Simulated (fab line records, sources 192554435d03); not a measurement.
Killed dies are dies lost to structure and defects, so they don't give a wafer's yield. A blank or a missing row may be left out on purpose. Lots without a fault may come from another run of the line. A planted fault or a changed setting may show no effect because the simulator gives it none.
fab line records | flow n5_finfet
record lots=5 wafers=15 last_day=18
route steps=1938 shown DUMMY_GATE@235 BEOL_M4@1111 PASSIVATION@1936
lots that met no fault: from a run of the same line without faults
start_h: hours from the record's first day to the start of the lot's first wafer shown | wait_h: hours since the lot's step before | " the same as in the row above | L1.1+2: a row that stands for several wafers | - no value, or no start given | * or withheld: withheld | < > ~ a bound
route shown NAME@n: a module of which the file shows steps, and the number in the route of the first | usual: mean/standard deviation of fault-free wafers | same: alike in all rows | chamber/n: place in a boat | sites: the reading at each site | _std_site: their standard deviation | _edge_site: outer sites' mean less inner sites' | radius_mm: how far each site lies from the wafer's centre | mask NAME#n: copy n | behind: the tool/chamber that last shaped the wafer | hold: why the lot was held/for how many hours/how that ended | device: the transistor (n, p or np) that didn't switch | end of line: the same wafers' tests at the end of the route | a step without rows: its recipe alone | killed: dies lost to structure and defects at the first sort, not the wafer's yield | map: a wafer's dies, x killed, . not, _ none there
set.NAME: the setting as run; set.NAME@STEP: as run at that earlier step | model.NAME: the simulator's own value behind a step, which no gauge read
lots at some steps of the route; a table a step, a row a wafer
services: from which hour (start_h, from the record's first day; less than 0 if before it) a tool's chamber was out of use, for how many hours, and why
## steps
# step N5_DUMMY_GATE_ETCH_29
# recipe chemistry=N2/H2 target=underlayer target_depth_a=130 ion_energy_ev=200 pressure_mtorr=30 source_w=840 bias_w=150 n2_flow_sccm=200 h2_flow_sccm=200
# step N5_DUMMY_GATE_ETCH_36
# recipe chemistry=CF4 target=SiARC target_depth_a=130 pressure_mtorr=40 source_w=545 bias_w=36 Ar_flow_sccm=100 cf4_flow_sccm=100 ion_energy_ev=80
# usual drypump_motor_current_A=5.8/0.34 mfc_ar_sccm=100.0/0.31 oes_product_au=0.77/0.092 rf_vpp_V=184.4/1.2 showerhead_plenum_p_Torr=2.17/0.067 throttle_valve_pct=15.74/0.2
# columns lot.wafer tool chamber start_h wait_h drypump_motor_current_A mfc_ar_sccm oes_product_au rf_hours_counter_h rf_vpp_V showerhead_plenum_p_Torr throttle_valve_pct
L607.2 rie_diel-05 3 47.25 0.0 5.8 99.8 0.72 204 185.4 2.20 15.85
L607.4 " 2 " " 5.0 100.3 0.78 136 183.4 2.07 15.48
L607.6 " 2 " " 5.0 100.3 0.78 - 183.8 2.07 15.48
L608.2 rie_diel-01 1 56.84 0.0 5.8 99.4 0.71 215 184.5 2.21 16.01
L608.3 " 2 " " 5.9 100.0 0.71 222 183.5 2.03 15.84
L608.5 " 2 " " 5.8 100.1 0.72 - 183.2 2.03 15.84
L616.4 rie_diel-05 2 101.83 0.0 5.0 99.3 0.76 - 182.5 2.06 15.52
L616.5 " 0 " " 6.1 100.6 0.70 - 186.1 2.23 15.84
L616.6 " 1 " " 6.0 99.9 0.78 - 184.2 2.15 15.61
L624.2 rie_diel-01 2 151.32 0.0 5.8 100.2 0.69 245 181.8 2.02 15.87
L624.3 " 1 " " 5.8 99.5 0.70 239 183.7 2.20 16.07
L624.5 " 3 " " 5.8 100.3 0.86 - 184.4 2.18 15.63
L626.2 rie_diel-01 1 162.09 0.0 5.8 99.8 0.70 242 183.4 2.20 16.06
L626.4 " 2 " " 5.8 100.1 0.69 248 180.8 2.02 15.88
L626.6 " 0 " " 6.3 99.9 0.86 - 182.6 2.18 15.76
# step N5_DUMMY_GATE_ETCH_37
# recipe chemistry=N2/H2 target=SOC target_depth_a=600 overetch_a=300 temp_c=40 ion_energy_ev=200 pressure_mtorr=30 source_w=840 bias_w=150 n2_flow_sccm=200 h2_flow_sccm=200
# usual drypump_motor_current_A=5.8/0.34 h2_flow_sccm=200.1/0.57 oes_product_au=0.61/0.067 rf_vpp_V=524.8/2.5 showerhead_plenum_p_Torr=2.57/0.088 throttle_valve_pct=17.90/0.22
# columns lot.wafer tool chamber start_h wait_h drypump_motor_current_A h2_flow_sccm oes_product_au rf_hours_counter_h rf_vpp_V showerhead_plenum_p_Torr throttle_valve_pct
L607.2 rie_diel-05 3 47.29 0.0 5.8 200.6 0.57 204 524.3 2.61 17.95
L607.4 " 2 " " 5.0 200.1 0.62 136 521.0 2.43 17.53
L607.6 " 2 " " 5.1 199.3 0.61 - 520.8 2.43 17.52
L608.2 rie_diel-01 1 56.88 0.0 5.8 200.6 0.56 215 525.1 2.64 18.27
L608.3 " 2 " " 5.9 200.2 0.57 222 519.3 2.39 17.87
L608.5 " 2 " " 5.9 200.7 0.57 - 521.1 2.39 17.88
L616.4 rie_diel-05 2 101.87 0.0 5.0 200.0 0.60 - 520.2 2.42 17.56
L616.5 " 0 " " 6.1 200.5 0.56 - 528.0 2.63 18.00
L616.6 " 1 " " 6.0 199.4 0.62 - 524.2 2.54 17.69
L624.2 rie_diel-01 2 151.36 0.0 5.8 200.5 0.56 245 520.9 2.38 17.90
L624.3 " 1 " " 5.8 199.9 0.55 239 525.5 2.63 18.29
L624.5 " 3 " " 5.9 200.1 0.70 - 525.8 2.58 17.69
L626.2 rie_diel-01 1 162.13 0.0 5.8 200.4 0.54 242 525.7 2.63 18.32
L626.4 " 2 " " 5.8 199.9 0.55 248 518.3 2.38 17.92
L626.6 " 0 " " 6.3 201.0 0.69 - 525.0 2.61 18.06
# step N5_DUMMY_GATE_STRIP_38
# recipe chemistry=N2/H2 temp_c=40 n2_flow_sccm=200 h2_flow_sccm=200 rf_frequency_hz=6e+07
# step N5_DUMMY_GATE_STRIP_39
# recipe chemistry=N2/H2 temp_c=40 n2_flow_sccm=200 h2_flow_sccm=200 rf_frequency_hz=6e+07
# step N5_DUMMY_GATE_TRIM_49
# recipe chemistry=O2 resist=SOC time_s=29 target_cd_nm=14 source_power_w=300 bias_power_w=0 O2_flow_sccm=100 temp_c=20
# step N5_DUMMY_GATE_STRIP_40
# recipe chemistry=CF4 resist=SiARC power_w=300 bias_power_w=75 pressure_mtorr=50 cf4_flow_sccm=150 rf_frequency_hz=6e+07
# step N5_DUMMY_GATE_CD_MEAS_50
# recipe target_cd_nm=14
# usual cd_nm=14.0/0.41
# columns lot.wafer tool chamber start_h wait_h cd_nm
L607.2 cd_sem-01 - 47.52 0.0 14.0
L607.4 " - " " 13.7
L607.6 " - " " 13.8
L608.2 cd_sem-02 - 57.11 0.0 13.6
L608.3 " - " " 14.2
L608.5 " - " " 14.3
L616.4 cd_sem-01 - 102.09 0.0 13.8
L616.5 " - " " 14.2
L616.6 " - " " 12.8
L624.2 cd_sem-01 - 151.59 0.0 14.8
L624.3 " - " " 14.5
L624.5 " - " " 14.3
L626.2 cd_sem-01 - 162.36 0.0 13.8
L626.4 " - " " 14.2
L626.6 " - " " 14.9
# step N5_DUMMY_GATE_ETCH_31
# recipe chemistry=C4F6/O2 target=SiO2 mask_material=SOC target_depth_a=825 time_s=27.5 ion_energy_ev=250 pressure_mtorr=30 source_w=345 bias_w=185 Ar_flow_sccm=300 C4F6_flow_sccm=10 O2_flow_sccm=10
# usual drypump_motor_current_A=5.8/0.36 mfc_ar_sccm=300.1/0.87 oes_ar_750_au=0.77/0.086 oes_product_au=0.76/0.089 rf_vpp_V=670/12 showerhead_plenum_p_Torr=2.88/0.084 throttle_valve_pct=21.27/0.2
# columns lot.wafer tool chamber start_h wait_h drypump_motor_current_A mfc_ar_sccm oes_ar_750_au oes_product_au rf_hours_counter_h rf_vpp_V showerhead_plenum_p_Torr throttle_valve_pct
L607.2 rie_diel-02 3 47.56 0.0 6.2 299.1 0.69 0.68 247 643 2.68 21.28
L607.4 " 1 " " 5.7 301.1 0.68 0.67 229 675 2.95 21.31
L607.6 " 1 " " 5.7 300.4 0.69 0.67 - 675 2.95 21.32
L608.2 rie_diel-05 1 57.16 0.0 6.0 297.9 0.79 0.79 106 685 2.85 21.07
L608.3 " 3 " " 5.8 300.5 0.71 0.71 207 677 2.92 21.31
L608.5 " 2 " " 5.0 300.8 0.78 0.78 - 669 2.76 21.09
L616.4 rie_diel-01 1 102.13 0.0 5.8 301.7 0.71 0.70 227 640 2.94 21.64
L616.5 " 0 " " 6.3 300.1 0.89 0.90 - 687 2.91 21.40
L616.6 " 1 " " 5.8 301.0 0.71 0.71 - 639 2.95 21.66
L624.2 rie_diel-02 3 151.64 0.0 6.2 299.7 0.94 0.94 16 653 3.01 20.98
L624.3 " 0 " " 5.5 300.8 0.75 0.75 153 673 2.94 21.52
L624.5 " 0 " " 5.5 300.8 0.76 0.75 - 671 2.94 21.49
L626.2 rie_diel-01 2 162.44 0.1 5.8 299.9 0.70 0.69 248 658 2.67 21.30
L626.4 " 0 " " 6.3 300.6 0.87 0.87 44 687 2.90 21.41
L626.6 " 1 " " 5.8 298.8 0.70 0.69 - 640 2.94 21.68
# step N5_DUMMY_GATE_STRIP_41
# recipe chemistry=O2 power_w=400 temp_c=40 pressure_mtorr=30 rf_frequency_hz=6e+07 bias_power_w=0 overash_fraction=0.3 o2_flow_sccm=225
# usual drypump_motor_current_A=5.8/0.36 oes_product_au=0.77/0.087 rf_vpp_V=3.6/0.54 showerhead_plenum_p_Torr=2.12/0.065 throttle_valve_pct=16.76/0.21
# same overash_fraction=0.3
# columns lot.wafer tool chamber start_h wait_h drypump_motor_current_A oes_product_au rf_hours_counter_h rf_vpp_V showerhead_plenum_p_Torr throttle_valve_pct
L607.2 rie_diel-02 3 47.61 0.0 6.2 0.68 247 3.2 1.99 16.97
L607.4 " 1 " " 5.7 0.68 229 3.3 2.14 16.67
L607.6 " 1 " " 5.7 0.68 - 3.7 2.14 16.66
L608.2 rie_diel-05 1 57.20 0.0 6.0 0.79 106 4.0 2.10 16.60
L608.3 " 3 " " 5.7 0.71 207 4.3 2.17 16.91
L608.5 " 2 " " 5.0 0.78 - 4.0 2.02 16.56
L616.4 rie_diel-01 1 102.18 0.0 5.8 0.71 227 3.2 2.18 17.14
L616.5 " 0 " " 6.3 0.90 - 3.1 2.13 16.71
L616.6 " 1 " " 5.8 0.71 - 3.4 2.18 17.16
L624.2 rie_diel-02 3 151.68 0.0 6.3 0.93 16 4.7 2.24 16.55
L624.3 " 0 " " 5.5 0.76 153 3.9 2.17 17.02
L624.5 " 0 " " 5.5 0.77 - 3.5 2.17 17.04
L626.2 rie_diel-01 2 162.49 0.0 5.9 0.69 248 4.1 1.97 16.94
L626.4 " 0 " " 6.3 0.87 44 3.2 2.12 16.74
L626.6 " 1 " " 5.8 0.70 - 3.1 2.17 17.19
# step N5_DUMMY_GATE_HM_OPEN_21
# recipe chemistry=CH3F/O2 target=SiNx target_depth_a=1200 Ar_flow_sccm=150 CH3F_flow_sccm=30 O2_flow_sccm=23 time_s=171.4 pressure_mtorr=30 source_w=395 bias_w=73 ion_energy_ev=120.7
# usual drypump_motor_current_A=5.8/0.35 mfc_ar_sccm=150.0/0.48 oes_ar_750_au=0.77/0.085 oes_product_au=0.76/0.087 rf_vpp_V=301/5.2 showerhead_plenum_p_Torr=2.05/0.063 throttle_valve_pct=16.58/0.19
# columns lot.wafer tool chamber start_h wait_h drypump_motor_current_A mfc_ar_sccm oes_ar_750_au oes_product_au rf_hours_counter_h rf_vpp_V showerhead_plenum_p_Torr throttle_valve_pct
L607.2 rie_diel-02 3 47.65 0.0 6.2 150.5 0.68 0.68 247 290 1.90 16.68
L607.4 " 1 " " 5.7 150.2 0.69 0.67 229 302 2.09 16.62
L607.6 " 1 " " 5.7 149.3 0.69 0.67 - 303 2.09 16.63
L608.2 rie_diel-05 1 57.24 0.0 6.0 150.4 0.79 0.79 106 309 2.02 16.39
L608.3 " 3 " " 5.8 149.8 0.71 0.71 207 304 2.08 16.67
L608.5 " 2 " " 5.0 150.1 0.78 0.77 - 299 1.95 16.36
L616.4 rie_diel-01 1 102.22 0.0 5.8 149.7 0.71 0.70 227 288 2.09 16.92
L616.5 " 0 " " 6.3 149.9 0.89 0.89 - 308 2.06 16.60
L616.6 " 1 " " 5.8 149.7 0.71 0.70 - 288 2.09 16.93
L624.2 rie_diel-02 3 151.72 0.0 6.3 150.4 0.93 0.92 16 295 2.14 16.26
L624.3 " 0 " " 5.5 150.6 0.75 0.75 153 302 2.09 16.82
L624.5 " 0 " " 5.5 150.1 0.75 0.75 - 303 2.09 16.83
L626.2 rie_diel-01 2 162.53 0.0 5.9 149.9 0.70 0.69 248 296 1.89 16.69
L626.4 " 0 " " 6.3 150.6 0.86 0.87 44 308 2.06 16.64
L626.6 " 1 " " 5.8 149.3 0.70 0.69 - 286 2.09 16.95
# step N5_DUMMY_GATE_ETCH_32
# recipe chemistry=CF4 target=SiO2 target_depth_a=35 time_s=3.9 ion_energy_ev=350 pressure_mtorr=10 icp_w=800 bias_w=400 cf4_flow_sccm=80
# step N5_DUMMY_GATE_ETCH_23
# recipe chemistry=HBr/Cl2/O2 HBr_flow_sccm=150 Cl2_flow_sccm=80 O2_flow_sccm=12 bias_w=102 target_depth_a=410 time_s=22.3 target=poly-Si mask_material=SiO2 pressure_mtorr=10 icp_w=800
# usual drypump_motor_current_A=5.8/0.37 oes_product_au=1.000/0.015 throttle_valve_pct=37.3/0.31
# columns lot.wafer tool chamber start_h wait_h drypump_motor_current_A oes_product_au rf_hours_counter_h throttle_valve_pct model.etch.depth_nm
L607.2 rie_si-05 3 47.84 0.0 5.9 1.008 146 36.8 39.35
L607.4 " 0 " " 5.2 0.985 44 37.3 41.16
L607.6 " 2 " " 5.6 1.009 - 37.4 40.27
L608.2 rie_si-05 3 57.44 0.0 5.8 1.017 146 36.8 40.18
L608.3 " 1 " " 5.4 1.029 164 37.8 41.58
L608.5 " 1 " " 5.5 1.028 - 37.8 42.1
L616.4 rie_si-03 2 102.41 0.0 6.2 1.001 27 37.0 41.45
L616.5 " 2 " " 6.2 1.012 - 37.0 41.48
L616.6 " 1 " " 6.3 0.998 - 37.3 41.31
L624.2 rie_si-03 3 151.92 0.0 6.1 0.990 14 37.2 39.99
L624.3 " 2 " " 6.2 0.908 28 37.0 35.8
L624.5 " 0 " " 5.6 0.983 - 37.5 41.2
L626.2 rie_si-04 1 162.72 0.0 5.1 0.990 6 37.0 40.86
L626.4 " 3 " " 5.9 1.009 81 37.8 40.87
L626.6 " 0 " " 5.2 1.009 - 37.0 42.3
# step N5_DUMMY_GATE_ETCH_44
# recipe chemistry=HBr/O2 over_etch_frac=0.7 target_depth_a=1275 stop_on=SiO2 ion_energy_ev=60 bias_w=20 target=poly-Si mask_material=SiO2 pressure_mtorr=20 icp_w=400 HBr_flow_sccm=120 O2_flow_sccm=10
# step N5_BEOL_M4_RC_MEAS_101
# usual DIBL_N=36.0/2.2 DIBL_P=36.2/2.4 IOFF_N=0.16/0.035 IOFF_P=0.21/0.037 ION_N=672/13 ION_P=461/7 SS_N=71.4/0.69 SS_P=73.2/0.75 VT_N=250/3.4 VT_P=-251/3
# columns lot.wafer tool chamber start_h wait_h DIBL_N[mV/V] DIBL_P[mV/V] IOFF_N[nA/um] IOFF_P[nA/um] ION_N[uA/um] ION_P[uA/um] SS_N[mV/dec] SS_P[mV/dec] VT_N[mV] VT_P[mV]
L607.2 prober-01 0 205.17 0.2 36.3 36.5 0.16 0.20 671 455 72.0 73.4 250 -253
L607.4 " 0 " " 35.2 36.3 0.15 0.20 683 467 70.9 73.0 247 -252
L607.6 " 0 " " 36.4 37.6 0.18 0.21 677 460 72.2 73.9 244 -252
L608.2 prober-02 0 207.85 0.2 35.1 37.4 0.16 0.23 676 470 72.0 72.7 252 -248
L608.3 " 0 " " 31.4 32.0 0.11 0.15 659 454 69.9 71.6 255 -252
L608.5 " 0 " " 29.9 30.3 0.08 0.13 643 443 70.3 71.0 257 -256
L616.4 prober-02 0 261.53 0.5 38.8 40.7 0.18 0.24 673 463 71.8 73.6 249 -246
L616.5 " 0 " " 37.5 39.5 0.16 0.21 654 452 72.1 73.4 250 -254
L616.6 " 0 " " 41.8 43.7 0.25 0.29 689 473 72.7 74.8 245 -244
L624.2 prober-01 0 302.81 0.2 33.9 33.1 0.11 0.17 657 458 70.2 72.8 253 -254
L624.3 " 0 " " 36.2 35.0 0.14 0.19 669 457 71.1 73.5 251 -251
L624.5 " 0 " " 34.0 33.0 0.11 0.16 649 454 70.1 72.9 253 -253
L626.2 prober-02 0 322.19 0.2 38.1 39.9 0.19 0.26 669 465 72.0 73.9 248 -246
L626.4 " 0 " " 35.9 36.5 0.15 0.20 660 451 71.4 73.1 253 -252
L626.6 " 0 " " 34.2 34.5 0.13 0.16 658 449 70.9 72.6 253 -252
# step N5_PASSIVATION_PROBE_49
# usual defect_limited_yield=91.2/1.4 killed_at_M0_to_M3=34/9.4 killed_at_M4_up=14/5.6 killed_at_contacts=13/7.8 killed_at_front_end=37/10 killed_at_other=4/3.3 killed_dies=103/17 killed_open=68/13 killed_short=33/8.2 sort_bin_4_leakage=0.00/0.0071 sort_bin_5_function=5.1/0.92 sort_bin_6_memory=3.3/0.71 sort_bin_8_speed=0.01/0.043 sort_n_pass=1077/17 sort_yield_pct=91.2/1.4
# same gross_dies=1180 killed_at_back_side=0
# columns lot.wafer tool chamber start_h wait_h defect_limited_yield[%] killed_at_M0_to_M3 killed_at_M4_up killed_at_contacts killed_at_front_end killed_at_other killed_dies killed_open killed_short sort_bin_4_leakage[%] sort_bin_5_function[%] sort_bin_6_memory[%] sort_bin_8_speed[%] sort_n_pass sort_yield_pct[%]
L624.2 prober-01 - 407.94 0.1 89.7 35 13 19 51 4 122 77 45 0 6.3 3.6 0 1058 89.7
L624.3 prober-01 - 407.99 0.1 88.6 43 17 15 58 2 135 79 54 0 6.6 4.2 0 1045 88.6
L624.5 prober-01 - 408.09 0.2 90.3 30 15 24 43 2 114 76 38 0 6.1 3.5 0 1066 90.3
L626.2 prober-02 - 434.85 0.1 90.1 41 22 19 32 3 117 88 28 0 7.2 2.6 0 1063 90.1
L626.4 prober-02 - 434.95 0.2 92.1 36 22 5 28 2 93 55 31 0 4.7 2.4 0 1087 92.1
L626.6 prober-02 - 435.05 0.3 93.1 25 10 14 30 3 82 53 20 0 4.2 1.7 0 1098 93.1
# killed by level:class
L624.2 MOL_CONTACT_COAG:geometric_particle:open=14 STI_FIN_REVEAL:geometric_particle:open=14 BEOL_M3:geometric_particle:open=9 BEOL_M1:geometric_particle:open=8 STI_FIN_REVEAL:geometric_particle:short=7 FIN_SAQP:geometric_particle:short=7 BEOL_M0_SAQP:geometric_particle:open=6 BEOL_M4:geometric_particle:open=5
L624.3 FIN_SAQP:geometric_particle:short=20 BEOL_M0_SAQP:geometric_particle:short=14 FIN_SAQP:geometric_particle:open=11 MOL_CONTACT_COAG:geometric_particle:open=11 STI_FIN_REVEAL:geometric_particle:open=9 BEOL_M0_SAQP:geometric_particle:open=9 BEOL_M4:geometric_particle:open=8 BEOL_M3:geometric_particle:open=6
L624.5 MOL_CONTACT_COAG:geometric_particle:open=20 FIN_SAQP:geometric_particle:short=13 BEOL_M2:geometric_particle:open=9 FIN_SAQP:geometric_particle:open=6 DUMMY_GATE:geometric_particle:open=5 BEOL_M0_SAQP:geometric_particle:short=5 STI_FIN_REVEAL:geometric_particle:open=4 MOL_CONTACT_COAG:geometric_particle:short=4
L626.2 MOL_CONTACT_COAG:geometric_particle:open=16 BEOL_M1:geometric_particle:open=12 BEOL_M4:geometric_particle:open=11 BEOL_M2:geometric_particle:open=10 FIN_SAQP:geometric_particle:open=9 BEOL_M3:geometric_particle:open=7 BEOL_M0_SAQP:geometric_particle:open=6 FIN_SAQP:geometric_particle:short=5
L626.4 BEOL_M3:geometric_particle:open=14 BEOL_M4:geometric_particle:open=11 FIN_SAQP:geometric_particle:short=10 BEOL_M1:geometric_particle:open=6 HKMG_FIN:area_etch=6 MOL_CONTACT_COAG:geometric_particle:open=5 BEOL_M0_SAQP:geometric_particle:open=5 BEOL_M1:geometric_particle:short=5
L626.6 MOL_CONTACT_COAG:geometric_particle:open=12 BEOL_M3:geometric_particle:open=9 HKMG_FIN:area_etch=9 BEOL_M1:geometric_particle:open=8 BEOL_M4:geometric_particle:open=8 FIN_SAQP:geometric_particle:short=4 BEOL_M1:geometric_particle:short=4 STARTING-WAFER:geometric_particle:short=4
## services
# columns tool chamber start_h hours kind
rie_si-05 - 27.30 14.6 pm
rie_diel-05 1 32.75 9.0 repair
rie_si-05 2 48.90 11.0 repair
rie_si-03 - 57.21 0.3 repair
rie_diel-02 3 58.21 - clean
rie_diel-02 3 58.21 - consumable_replace:focus_ring
rie_diel-02 3 58.21 - consumable_replace:showerhead
rie_diel-02 3 58.21 20.1 scheduled_down
rie_diel-02 3 58.21 20.1 vent_cycle
rie_diel-01 3 78.87 5.7 repair
rie_diel-05 1 109.28 4.8 repair
rie_diel-02 1 138.98 - clean
rie_diel-02 1 138.98 - consumable_replace:focus_ring
rie_diel-02 1 138.98 11.9 scheduled_down
rie_diel-02 1 138.98 11.9 vent_cycle
rie_diel-05 1 140.73 9.1 repair
rie_diel-01 3 144.44 4.0 repair
rie_si-05 1 152.19 13.2 repair
## key
first_sign step=N5_DUMMY_GATE_ETCH_23 reading=oes_product_au direction=down sigmas=6.1 usual=1.000 struck=0.908
effect none on later readings
model_effect step=N5_DUMMY_GATE_ETCH_23 value=etch.depth_nm without=41.33 struck=35.8
met_at N5_DUMMY_GATE_ETCH_23
struck_wafers L624.3
onset_between 102.41 151.92
fault kind=process_parameter_drift tool=rie_si-03 chamber=2 onset_h=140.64 steps=N5_DUMMY_GATE_ETCH_23 channel=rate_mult offset=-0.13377 shape=step end_h=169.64
